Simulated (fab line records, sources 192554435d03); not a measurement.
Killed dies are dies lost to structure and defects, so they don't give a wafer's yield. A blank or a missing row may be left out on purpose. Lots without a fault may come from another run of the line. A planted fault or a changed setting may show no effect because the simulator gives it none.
Split-lot experiment | flow n5_finfet | 7 lots, 39 wafers read, on a route of 1938 steps

THE SPLIT
At N5_PASSIVATION_DEVELOP_43 (develop time 60 s), the setting develop_time_s was moved away from the recipe's 60 s on 12 of the 39 wafers read, by -41.4% to +57.1%. The other wafers ran this setting at the recipe's value.

FROM THE SPLIT TO THE READING: what the file shows between them, 1 step
- N5_PASSIVATION_HARDBAKE_45: time 120 s

THE READING
cd_nm, in nm, at N5_PASSIVATION_CD_MEAS_44 (target cd 40000 nm). Fault-free wafers of this fab line usually give 40000 nm, standard deviation 2.7 nm.

wafer  | tool, chamber at the split | develop_time_s as run, s | against the recipe | cd_nm, nm | against lot-mates on the recipe
L079.1 | litho_track-05, 0          | 60                       | recipe             | 40004     | -
L079.2 | litho_track-05, 0          | 60                       | recipe             | 40005     | -
L079.3 | litho_track-05, 0          | 60                       | recipe             | 40003     | -
L079.4 | litho_track-05, 0          | 60                       | recipe             | 40002     | -
L079.5 | litho_track-05, 0          | 60                       | recipe             | 40003     | -
L079.6 | litho_track-05, 0          | 60                       | recipe             | 40001     | -
L081.1 | litho_track-05, 0          | 60                       | recipe             | 40001     | -
L081.2 | litho_track-05, 0          | 94.28                    | +57.1%             | 40016     | +16
L081.3 | litho_track-05, 0          | 60                       | recipe             | 40000     | -
L081.4 | litho_track-05, 0          | 94.28                    | +57.1%             | 40014     | +14
L081.5 | litho_track-05, 0          | 94.28                    | +57.1%             | 40015     | +15
L081.6 | litho_track-05, 0          | 60                       | recipe             | 40000     | -
L086.1 | litho_track-05, 0          | 60                       | recipe             | 40002     | -
L086.2 | litho_track-05, 0          | 35.15                    | -41.4%             | 39977     | -22
L086.3 | litho_track-05, 0          | 35.15                    | -41.4%             | 39976     | -23
L086.4 | litho_track-05, 0          | 35.15                    | -41.4%             | 39980     | -19
L086.5 | litho_track-05, 0          | 60                       | recipe             | 39998     | -
L086.6 | litho_track-05, 0          | 60                       | recipe             | 39996     | -
L085.1 | litho_track-03, 0          | 43.68                    | -27.2%             | 39989     | -11
L085.2 | litho_track-03, 0          | 60                       | recipe             | 39999     | -
L085.3 | litho_track-03, 0          | 60                       | recipe             | 40000     | -
L085.4 | litho_track-03, 0          | 43.68                    | -27.2%             | 39988     | -12
L085.5 | litho_track-03, 0          | 60                       | recipe             | 40002     | -
L085.6 | litho_track-03, 0          | 43.68                    | -27.2%             | 39982     | -18
L087.1 | litho_track-01, 0          | 60                       | recipe             | 39995     | -
L087.2 | litho_track-01, 0          | 81.28                    | +35.5%             | 40008     | +12
L087.3 | litho_track-01, 0          | 81.28                    | +35.5%             | 40009     | +13
L087.4 | litho_track-01, 0          | 60                       | recipe             | 39996     | -
L087.5 | litho_track-01, 0          | 60                       | recipe             | 39996     | -
L087.6 | litho_track-01, 0          | 81.28                    | +35.5%             | 40008     | +12
L091.1 | litho_track-05, 0          | 60                       | recipe             | 40005     | -
L091.2 | litho_track-05, 0          | 60                       | recipe             | 40003     | -
L091.3 | litho_track-05, 0          | 60                       | recipe             | 40003     | -
L091.4 | litho_track-05, 0          | 60                       | recipe             | 40004     | -
L091.5 | litho_track-05, 0          | 60                       | recipe             | 40003     | -
L091.6 | litho_track-05, 0          | 60                       | recipe             | 40000     | -
L094.1 | litho_track-05, 0          | 60                       | recipe             | 40002     | -
L094.3 | litho_track-05, 0          | 60                       | recipe             | 40005     | -
L094.4 | litho_track-05, 0          | 60                       | recipe             | 39999     | -

THE FIT
A straight line over all 39 wafers: cd_nm changes by +0.354 nm for each +1% of develop_time_s; r = +0.90; the points scatter about the line by 4.1 nm.
The same after taking each lot's own level away (the mean of its wafers on the recipe; 39 wafers): +0.368 nm for each +1%; r = +0.95; scatter 2.9 nm.
On that fit, the largest move of develop_time_s shifts the reading by 21 nm.
The lots' own levels span 39995.7 to 40003.0 nm, that is 2.7 times the standard deviation above.
So the lot-to-lot level changes the slope little: the two slopes agree.
Check: with one of the wafers moved furthest among these (+57.1%) left out of the fit, the line predicts +20.6 nm for it against its lot-mates. It came out at +15.7 nm against them.

OTHER SPLITS ON THESE WAFERS
These wafers also went through other splits before the reading. Each is held against what the fit with the lots' levels taken away leaves over:
other split on the same wafers | wafers away from the commonest value | r with cd_nm (lot level and that fit taken away)
N5_MIM_BOT_SPUTTER_00 time_s   | 15                                   | -0.06

THE FILE'S OWN FIT
cd_nm changes by +0.368 nm for each +1% of develop_time_s, r = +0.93.
